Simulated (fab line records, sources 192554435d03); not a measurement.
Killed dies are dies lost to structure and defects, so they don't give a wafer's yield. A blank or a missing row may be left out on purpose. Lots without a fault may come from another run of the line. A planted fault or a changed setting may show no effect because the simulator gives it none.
fab line records | flow n5_finfet
record lots=7 wafers=21
route steps=1938 shown BEOL_M0_SAQP@676 BEOL_M0_CUTY@711 BEOL_M1@758 BEOL_M2@845 BEOL_M3@957
start_h: hours from the record's first day to the start of the lot's first wafer shown | wait_h: hours since the lot's step before | " the same as in the row above | L1.1+2: a row that stands for several wafers | - no value, or no start given | * or withheld: withheld | < > ~ a bound
route shown NAME@n: a module of which the file shows steps, and the number in the route of the first | usual: mean/standard deviation of fault-free wafers | same: alike in all rows | chamber/n: place in a boat | sites: the reading at each site | _std_site: their standard deviation | _edge_site: outer sites' mean less inner sites' | radius_mm: how far each site lies from the wafer's centre | mask NAME#n: copy n | behind: the tool/chamber that last shaped the wafer | hold: why the lot was held/for how many hours/how that ended | device: the transistor (n, p or np) that didn't switch | end of line: the same wafers' tests at the end of the route | a step without rows: its recipe alone | killed: dies lost to structure and defects at the first sort, not the wafer's yield | map: a wafer's dies, x killed, . not, _ none there
set.NAME: the setting as run; set.NAME@STEP: as run at that earlier step | model.NAME: the simulator's own value behind a step, which no gauge read
lots whose settings were changed on purpose; a table a step, a row a wafer
## steps
# step N5_BEOL_M0_SAQP_SPACER2_ALD_26
# recipe material=SiO2 target_thk_a=150 temp_c=300 ald_precursor_family=BDEAS ald_co_reactant=O2-plasma pulse_time_s=1 purge_time_s=2 co_reactant_purge_time_s=2 pressure_torr=2
# columns lot.wafer tool chamber start_h wait_h set.target_thk_a model.SiO2_of_BEOL_M0_SAQP_SPACER2_ALD_26.thk_nm
L074.1+3 ald_sin-02 2,0 114.18 0.6 159.5 16
L074.5 " 0 " " 150 15
L075.3+5+6 ald_sin-01 3,1,2 117.73 0.5 150 15
L076.2+6 ald_sin-02 3,2 122.18 0.1 168.4 16.8
L076.4 " 1 " " 150 15
L077.1+2 ald_sin-01 3,0 131.72 0.1 150 15
L077.5 " 0 " " 134.6 13.4
L084.3+5 ald_sin-01 1 180.98 1.8 162.1 16.2
L084.4 " 0 " " 150 15
L086.1+3+5 ald_sin-01 2,1,1 204.01 0.1 150 15
L096.4 ald_sin-02 0 241.67 0.3 165.2 16.4
L096.5 " 1 " " 165.2 16.6
L096.6 " 2 " " 150 15
# step N5_BEOL_M0_SAQP_SPACER2_ETCHBACK_27
# recipe chemistry=CHF3/O2 mode=anisotropic_etchback target=SiO2 target_depth_a=225 time_s=11.25 pressure_mtorr=30 source_w=650 bias_w=170 Ar_flow_sccm=200 CHF3_flow_sccm=50 O2_flow_sccm=5 ion_energy_ev=200
# step N5_BEOL_M0_SAQP_MANDREL2_REMOVE_110
# recipe chemistry=HBr/Cl2/O2 bt_time_s=10 target=a-Si stop_on=SiCN endpoint=OES-SiCl over_etch_frac=1 icp_w=600 bias_w=30 HBr_flow_sccm=150 Cl2_flow_sccm=80 O2_flow_sccm=5 pressure_mtorr=10
# columns lot.wafer tool chamber start_h wait_h set.target_thk_a@BEOL_M0_SAQP_SPACER2_ALD_26 model.BEOL_M0_SAQP.cd_nm
L074.1+3 rie_si-03 0,2 114.82 0.1 159.5 16
L074.5 " 3 " " 150 14.8
L075.3+5 rie_si-05 1,0 118.37 0.1 150 15
L075.6 " 1 " " 150 15.2
L076.2 rie_si-04 2 122.82 0.1 168.4 16.8
L076.4 " 0 " " 150 15
L076.6 " 1 " " 168.4 16.6
L077.1 rie_si-05 1 132.35 0.1 150 15.2
L077.2 " 3 " " 150 14.8
L077.5 " 1 " " 134.6 13.6
L084.3 rie_si-04 0 181.62 0.1 162.1 16.4
L084.4 " 3 " " 150 15
L084.5 " 2 " " 162.1 16.2
L086.1 rie_si-04 2 204.66 0.1 150 15.2
L086.3+5 " 3 " " 150 15
L096.4+5 rie_si-04 0 242.25 0.1 165.2 16.6
L096.6 " 1 " " 150 14.8
# step N5_BEOL_M0_SAQP_CD_MEAS_29
# recipe target_cd_nm=14.4 landing_energy_ev=1000 detector=se_inlens
# usual cd_nm=15.05/0.22
# columns lot.wafer tool chamber start_h wait_h set.target_thk_a@BEOL_M0_SAQP_SPACER2_ALD_26 cd_nm
L074.1 cd_sem-02 0 114.93 0.1 159.5 15.92
L074.3 " 0 " " 159.5 16.17
L074.5 " 0 " " 150 14.95
L075.3 cd_sem-02 0 118.48 0.1 150 14.88
L075.5 " 0 " " 150 15.08
L075.6 " 0 " " 150 14.70
L076.2 cd_sem-01 0 122.93 0.1 168.4 16.91
L076.4 " 0 " " 150 14.85
L076.6 " 0 " " 168.4 16.85
L077.1 cd_sem-01 0 132.46 0.1 150 15.36
L077.2 " 0 " " 150 14.54
L077.5 " 0 " " 134.6 13.44
L084.3 cd_sem-03 0 181.73 0.1 162.1 16.63
L084.4 " 0 " " 150 15.43
L084.5 " 0 " " 162.1 16.38
L086.1 cd_sem-01 0 204.77 0.1 150 14.99
L086.3 " 0 " " 150 14.90
L086.5 " 0 " " 150 14.98
L096.4 cd_sem-03 0 242.37 0.1 165.2 16.76
L096.5 " 0 " " 165.2 16.99
L096.6 " 0 " " 150 14.96
# step N5_BEOL_M0_SAQP_COAT_69
# recipe resist=SOC temp_c=250 time_s=60 spin_rpm=1500 resist_thk_nm=90
# step N5_BEOL_M0_SAQP_COAT_72
# recipe resist=SiARC temp_c=220 time_s=60 spin_rpm=1500 resist_thk_nm=15
# step N5_BEOL_M0_CUTY_DESCUM_61
# recipe chemistry=O2 time_s=7.9 source_power_w=50 bias_power_w=20 pressure_mtorr=20 rf_frequency_hz=2.712e+07 temp_c=40 resist=CAR-ArF-block o2_flow_sccm=225
# step N5_BEOL_M0_CUTY_ETCH_62
# recipe chemistry=CF4 target=SiARC mask_material=CAR-ArF-block time_s=58.5 ion_energy_ev=80 pressure_mtorr=40 source_w=545 bias_w=36 Ar_flow_sccm=100 cf4_flow_sccm=100 ends=cleared
# step N5_BEOL_M0_CUTY_ETCH_63
# recipe chemistry=N2/H2 target=SOC target_depth_a=827 overetch_a=165 mask_material=SiARC temp_c=40 ion_energy_ev=200 time_s=124 pressure_mtorr=30 source_w=840 bias_w=150 n2_flow_sccm=200 h2_flow_sccm=200
# columns lot.wafer tool chamber start_h wait_h set.target_thk_a@BEOL_M0_SAQP_SPACER2_ALD_26 model.SiO2_of_BEOL_M0_SAQP_SPACER2_ALD_26.thk_nm
L074.1 rie_diel-02 1 117.03 0.0 159.5 8.2
L074.3 " 3 " " 159.5 8
L074.5 " 3 " " 150 7
L075.3+5+6 rie_diel-03 0,2,3 120.96 0.0 150 7
L076.2+6 rie_diel-03 3 125.04 0.0 168.4 8.8
L076.4 " 1 " " 150 7
L077.1 rie_diel-03 1 134.42 0.0 150 7
L077.2 " 2 " " 150 7.2
L077.5 " 3 " " 134.6 5.4
L084.3+5 rie_diel-05 1 184.80 0.0 162.1 8.4
L084.4 " 2 " " 150 7
L086.1+3+5 rie_diel-03 2,1,0 207.16 0.0 150 7.2
L096.4 rie_diel-05 3 244.69 0.0 165.2 8.6
L096.5 " 3 " " 165.2 8.8
L096.6 " 2 " " 150 7.2
# step N5_BEOL_M1_COAT_05
# recipe resist=CAR-EUV spin_rpm=1500 resist_thk_nm=30
# columns lot.wafer tool chamber start_h wait_h set.spin_rpm model.CAR-EUV_of_BEOL_M1_COAT_05.thk_nm
L074.1+5 litho_track-03 0 - - 1615 29
L074.3 " 0 " " 1500 30
L075.3+5+6 litho_track-03 0 - - 1500 30
L076.2+4+6 litho_track-03 0 - - 1500 30
L077.1 litho_track-03 0 - - 1500 30.2
L077.2+5 " 0 " " 1500 30
L084.3+4 litho_track-05 0 - - 1500 30
L084.5 " 0 " " 1441 30.6
L086.1+5 litho_track-05 0 - - 1500 30
L086.3 " 0 " " 1404 31
L096.4+5+6 litho_track-03 0 - - 1500 30
# step N5_BEOL_M1_ETCH_64
# recipe chemistry=N2/H2 target=SOC target_depth_a=750 overetch_a=150 mask_material=SiARC temp_c=40 time_s=112.5 ion_energy_ev=200 pressure_mtorr=30 source_w=840 bias_w=150 n2_flow_sccm=200 h2_flow_sccm=200
# usual rf_vpp_V=523.6/2.7
# columns lot.wafer tool chamber start_h wait_h set.bias_w rf_vpp_V model.SiARC_of_BEOL_M1_COAT_62.thk_nm
L074.1 rie_diel-04 0 128.34 0.0 134.7 489.0 7.8
L074.3 " 2 " " 150 522.3 7
L074.5 " 0 " " 134.7 490.1 7.8
L075.3 rie_diel-04 1 128.60 0.0 150 525.4 7
L075.5 " 0 " " 150 523.7 7
L075.6 " 3 " " 150 525.6 6.4
L076.2 rie_diel-06 2 137.58 0.0 141.8 507.4 7.2
L076.4 " 1 " " 141.8 506.4 7.2
L076.6 " 0 " " 150 522.6 7
L077.1 rie_diel-01 0 144.18 0.0 142.2 501.3 6.8
L077.2 " 3 " " 142.2 509.1 7.4
L077.5 " 2 " " 150 526.0 6.8
L084.3 rie_diel-06 0 194.55 0.0 169.4 563.5 6
L084.4 " 3 " " 150 518.4 7
L084.5 " 2 " " 169.4 568.4 6.2
L086.1 rie_diel-04 2 219.16 0.0 150 522.3 7
L086.3 " 0 " " 150 524.1 7
L086.5 " 1 " " 150 523.6 6.8
L096.4 rie_diel-01 2 258.89 0.0 174.7 577.2 5.6
L096.5 " 3 " " 150 524.9 7
L096.6 " 0 " " 150 518.0 6.6
# step N5_BEOL_M1_EXPOSE_25
# recipe mask_id=V0 na=0.33 source_shape=quasar sigma_inner=0.2 sigma_outer=0.8 polarization=unpolarized defocus_nm=5 target_cd_nm=24 dose_mj=63
# columns lot.wafer tool chamber start_h wait_h mask set.dose_mj
L074.1+3+5 euv_scanner-01 0 128.86 - V0#0 63
L075.3+5+6 euv_scanner-02 0 129.28 - V0#0 63
L076.2 euv_scanner-01 0 138.24 - V0#0 61.37
L076.4+6 " 0 " " V0#0 63
L077.1+2+5 euv_scanner-01 0 144.70 - V0#0 63
L084.3 euv_scanner-01 0 195.23 - V0#0 63
L084.4+5 " 0 " " V0#0 58.87
L086.1+5 euv_scanner-01 0 221.45 - V0#0 63
L086.3 " 0 " " V0#0 58.84
L096.4 euv_scanner-02 0 259.57 - V0#0 63
L096.5+6 " 0 " " V0#0 61.25
# step N5_BEOL_M1_PEB_26
# recipe peb_temp_c=100 peb_time_s=60 resist=CAR-EUV
# step N5_BEOL_M1_DEVELOP_27
# recipe develop_time_s=30 developer=TMAH resist=CAR-EUV rinse_liquid=surfactant_rinse dry=air_spin dev_temp_c=23
# step N5_BEOL_M1_STRIP_71
# recipe chemistry=N2/H2 temp_c=40 n2_flow_sccm=200 h2_flow_sccm=200 rf_frequency_hz=6e+07
# step N5_BEOL_M1_STRIP_78
# recipe chemistry=N2/H2 temp_c=40 n2_flow_sccm=200 h2_flow_sccm=200 rf_frequency_hz=6e+07
# step N5_BEOL_M1_VIA_ETCH_34
# recipe chemistry=C4F6/O2 target_depth_a=678 mask_material=SOC pressure_mtorr=15 ion_energy_ev=250 taper_deg=4 time_s=64.4 source_w=350 bias_w=170 Ar_flow_sccm=300 C4F6_flow_sccm=10 O2_flow_sccm=10
# columns lot.wafer tool chamber start_h wait_h set.dose_mj@BEOL_M1_EXPOSE_25 model.BEOL_M1.cd_nm
L075.3 rie_diel-01 1 139.96 0.0 63 18.2
L075.5 " 1 " " 63 17.8
L075.6 " 2 " " 63 17.6
L074.1+3 rie_diel-06 0,3 140.43 0.0 63 17.6
L074.5 " 2 " " 63 17.4
L076.2 rie_diel-01 1 150.72 0.0 61.37 17.4
L076.4 " 0 " " 63 17.4
L076.6 " 2 " " 63 17.6
L077.1 rie_diel-04 0 165.81 0.0 63 17.6
L077.2 " 1 " " 63 18
L077.5 " 0 " " 63 17.8
L084.3 rie_diel-04 0 199.16 0.0 63 18
L084.4 " 2 " " 58.87 16.4
L084.5 " 3 " " 58.87 16.2
L086.1+5 rie_diel-01 2,1 228.27 0.0 63 18
L086.3 " 1 " " 58.84 17
L096.4 rie_diel-01 2 274.85 0.0 63 18.2
L096.5+6 " 0,3 " " 61.25 17.8
# step N5_BEOL_M2_COAT_61
# recipe resist=SOC temp_c=250 time_s=60 spin_rpm=1500 resist_thk_nm=60
# columns lot.wafer tool chamber start_h wait_h set.spin_rpm model.SOC_of_BEOL_M2_COAT_61.thk_nm
L075.3+5 litho_track-01 0 146.78 0.1 1500 60
L075.6 " 0 " " 1500 59.8
L074.1 litho_track-03 0 147.40 0.1 1655 57.6
L074.3 " 0 " " 1500 60.4
L074.5 " 0 " " 1655 57.4
L076.2 litho_track-03 0 156.38 0.1 1347 63.6
L076.4 " 0 " " 1347 63.4
L076.6 " 0 " " 1500 60.4
L077.1+5 litho_track-04 0 171.02 0.1 1500 60
L077.2 " 0 " " 1500 60.2
L084.3+4 litho_track-01 0 204.90 0.1 1500 60.2
L084.5 " 0 " " 1500 60.4
L086.1 litho_track-03 0 233.65 0.1 1500 60.4
L086.3+5 " 0 " " 1500 60.2
L096.4+5 litho_track-01 0 279.62 0.1 1500 60.4
L096.6 " 0 " " 1557 59.4
# step N5_BEOL_M2_DESCUM_16
# recipe chemistry=O2 time_s=7 source_power_w=50 bias_power_w=20 pressure_mtorr=20 rf_frequency_hz=2.712e+07 temp_c=40 resist=CAR-EUV o2_flow_sccm=225
# columns lot.wafer tool chamber start_h wait_h set.time_s model.CAR-EUV_of_BEOL_M2_COAT_05.thk_nm
L075.3+6 rie_diel-05 3 147.17 0.0 7 26.2
L075.5 " 0 " " 7 26
L074.1+3 rie_diel-02 3,0 147.91 0.0 5.482 27
L074.5 " 3 " " 5.482 26.8
L076.2 rie_diel-03 0 156.78 0.0 7 26.2
L076.4 " 0 " " 7.985 25.6
L076.6 " 3 " " 7 26
L077.1 rie_diel-03 0 171.44 0.1 7 26
L077.2+5 " 3 " " 6.135 26.4
L084.3 rie_diel-02 2 205.41 0.0 7 26.2
L084.4 " 1 " " 5.868 26.6
L084.5 " 3 " " 7 26
L086.1+3 rie_diel-05 1,3 234.04 0.0 7 26
L086.5 " 3 " " 8.008 25.4
L096.4 rie_diel-02 3 280.03 0.0 6.224 26.4
L096.5 " 2 " " 6.224 26.6
L096.6 " 1 " " 7 26
# step N5_BEOL_M2_ETCH_74
# recipe chemistry=N2/H2 target=underlayer target_depth_a=65 mask_material=CAR-EUV time_s=5.2 ion_energy_ev=200 pressure_mtorr=30 source_w=840 bias_w=150 n2_flow_sccm=200 h2_flow_sccm=200 ends=cleared
# step N5_BEOL_M2_ETCH_63
# recipe chemistry=CF4 target=SiARC target_depth_a=156 mask_material=CAR-EUV time_s=26 ion_energy_ev=80 pressure_mtorr=40 source_w=545 bias_w=36 Ar_flow_sccm=100 cf4_flow_sccm=100 ends=cleared
# step N5_BEOL_M2_ETCH_64
# recipe chemistry=N2/H2 target=SOC target_depth_a=750 overetch_a=225 mask_material=SiARC temp_c=40 time_s=121.9 ion_energy_ev=200 pressure_mtorr=30 source_w=840 bias_w=150 n2_flow_sccm=200 h2_flow_sccm=200
# columns lot.wafer tool chamber start_h wait_h set.spin_rpm@BEOL_M2_COAT_61 model.etch.depth_nm
L075.3 rie_diel-05 3 147.25 0.0 1500 59.97
L075.5 " 0 " " 1500 59.94
L075.6 " 3 " " 1500 59.85
L074.1 rie_diel-02 3 147.99 0.0 1655 57.59
L074.3 " 0 " " 1500 60.49
L074.5 " 3 " " 1655 57.45
L076.2 rie_diel-03 0 156.85 0.0 1347 63.65
L076.4 " 0 " " 1347 63.46
L076.6 " 3 " " 1500 60.35
L077.1 rie_diel-03 0 171.52 0.0 1500 60.02
L077.2 " 3 " " 1500 60.15
L077.5 " 3 " " 1500 60.01
L084.3 rie_diel-02 2 205.49 0.0 1500 60.1
L084.4 " 1 " " 1500 60.24
L084.5 " 3 " " 1500 60.41
L086.1 rie_diel-05 1 234.12 0.0 1500 60.3
L086.3 " 3 " " 1500 60.11
L086.5 " 3 " " 1500 60.27
L096.4 rie_diel-02 3 280.11 0.0 1500 60.42
L096.5 " 2 " " 1500 60.43
L096.6 " 1 " " 1557 59.33
# step N5_BEOL_M2_STRIP_65
# recipe chemistry=N2/H2 temp_c=40 n2_flow_sccm=200 h2_flow_sccm=200 rf_frequency_hz=6e+07
# step N5_BEOL_M2_STRIP_75
# recipe chemistry=N2/H2 temp_c=40 n2_flow_sccm=200 h2_flow_sccm=200 rf_frequency_hz=6e+07
# step N5_BEOL_M2_STRIP_66
# recipe chemistry=CF4 resist=SiARC power_w=300 bias_power_w=75 pressure_mtorr=50 cf4_flow_sccm=150 rf_frequency_hz=6e+07
# step N5_BEOL_M2_HM_OPEN_17
# recipe chemistry=Cl2/BCl3 target_depth_a=200 overetch_a=60 target=TiN mask_material=SOC ion_energy_ev=150 pressure_mtorr=10 icp_w=1000 bias_w=126 Cl2_flow_sccm=53.25 bcl3_flow_sccm=21.75 Ar_flow_sccm=25
# columns lot.wafer tool chamber start_h wait_h set.spin_rpm@BEOL_M2_COAT_61 model.SOC_of_BEOL_M2_COAT_61.thk_nm
L075.3+6 rie_metal-02 0 147.45 0.1 1500 52.4
L075.5 " 1 " " 1500 52.2
L074.1 rie_metal-02 1 148.17 0.0 1655 49.8
L074.3 " 1 " " 1500 52.6
L074.5 " 0 " " 1655 50
L076.2 rie_metal-01 0 157.03 0.0 1347 55.8
L076.4 " 1 " " 1347 55.4
L076.6 " 0 " " 1500 52.6
L077.1 rie_metal-02 1 171.69 0.0 1500 52.2
L077.2 " 0 " " 1500 52.6
L077.5 " 0 " " 1500 52.4
L084.3 rie_metal-02 0 205.70 0.1 1500 52.6
L084.4 " 1 " " 1500 52.4
L084.5 " 0 " " 1500 52.8
L086.1+3 rie_metal-01 0 234.30 0.0 1500 52.4
L086.5 " 0 " " 1500 52.6
L096.4 rie_metal-01 1 280.31 0.1 1500 52.4
L096.5 " 0 " " 1500 52.8
L096.6 " 1 " " 1557 51.4
# step N5_BEOL_M3_COAT_67
# recipe resist=SOC temp_c=250 time_s=60 spin_rpm=1500 resist_thk_nm=60
# columns lot.wafer tool chamber start_h wait_h set.spin_rpm model.SOC_of_BEOL_M3_COAT_67.thk_nm
L075.3+5+6 litho_track-05 0 188.70 0.0 1500 60.2
L074.1 litho_track-05 0 196.46 0.0 1500 59.8
L074.3 " 0 " " 1357 63
L074.5 " 0 " " 1500 60
L076.2+4+6 litho_track-05 0 197.65 0.0 1500 60
L077.1 litho_track-05 0 204.53 0.0 1339 63.4
L077.2 " 0 " " 1500 60.2
L077.5 " 0 " " 1500 60
L084.3+4 litho_track-01 0 234.64 0.0 1355 63.2
L084.5 " 0 " " 1500 60
L086.1 litho_track-05 0 284.19 0.0 1500 60
L086.3+5 " 0 " " 1658 57
L096.4 litho_track-05 0 317.36 0.0 1500 60.2
L096.5 " 0 " " 1365 63
L096.6 " 0 " " 1365 63.2
## key
split step=N5_BEOL_M0_SAQP_SPACER2_ALD_26 setting=target_thk_a stated=150 by=wafer
response step=N5_BEOL_M0_SAQP_SPACER2_ALD_26 reading=model.SiO2_of_BEOL_M0_SAQP_SPACER2_ALD_26.thk_nm change=+0.15 per=1% r=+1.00
response step=N5_BEOL_M0_SAQP_MANDREL2_REMOVE_110 reading=model.BEOL_M0_SAQP.cd_nm change=+0.154 per=1% r=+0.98
response step=N5_BEOL_M0_SAQP_CD_MEAS_29 reading=cd_nm change=+0.163 per=1% r=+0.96
response step=N5_BEOL_M0_CUTY_ETCH_63 reading=model.SiO2_of_BEOL_M0_SAQP_SPACER2_ALD_26.thk_nm change=+0.157 per=1% r=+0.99
split step=N5_BEOL_M1_COAT_05 setting=spin_rpm stated=1500 by=wafer
response step=N5_BEOL_M1_COAT_05 reading=model.CAR-EUV_of_BEOL_M1_COAT_05.thk_nm change=-0.143 per=1% r=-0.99
split step=N5_BEOL_M1_ETCH_64 setting=bias_w stated=150 by=wafer
response step=N5_BEOL_M1_ETCH_64 reading=rf_vpp_V change=+3.44 per=1% r=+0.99
response step=N5_BEOL_M1_ETCH_64 reading=model.SiARC_of_BEOL_M1_COAT_62.thk_nm change=-0.0704 per=1% r=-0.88
split step=N5_BEOL_M1_EXPOSE_25 setting=dose_mj stated=63 by=wafer
response step=N5_BEOL_M1_VIA_ETCH_34 reading=model.BEOL_M1.cd_nm change=+0.189 per=1% r=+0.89
split step=N5_BEOL_M2_COAT_61 setting=spin_rpm stated=1500 by=wafer
response step=N5_BEOL_M2_COAT_61 reading=model.SOC_of_BEOL_M2_COAT_61.thk_nm change=-0.29 per=1% r=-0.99
response step=N5_BEOL_M2_ETCH_64 reading=model.etch.depth_nm change=-0.3 per=1% r=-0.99
response step=N5_BEOL_M2_HM_OPEN_17 reading=model.SOC_of_BEOL_M2_COAT_61.thk_nm change=-0.28 per=1% r=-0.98
split step=N5_BEOL_M2_DESCUM_16 setting=time_s stated=7 by=wafer
response step=N5_BEOL_M2_DESCUM_16 reading=model.CAR-EUV_of_BEOL_M2_COAT_05.thk_nm change=-0.0363 per=1% r=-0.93
split step=N5_BEOL_M3_COAT_67 setting=spin_rpm stated=1500 by=wafer
response step=N5_BEOL_M3_COAT_67 reading=model.SOC_of_BEOL_M3_COAT_67.thk_nm change=-0.313 per=1% r=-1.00
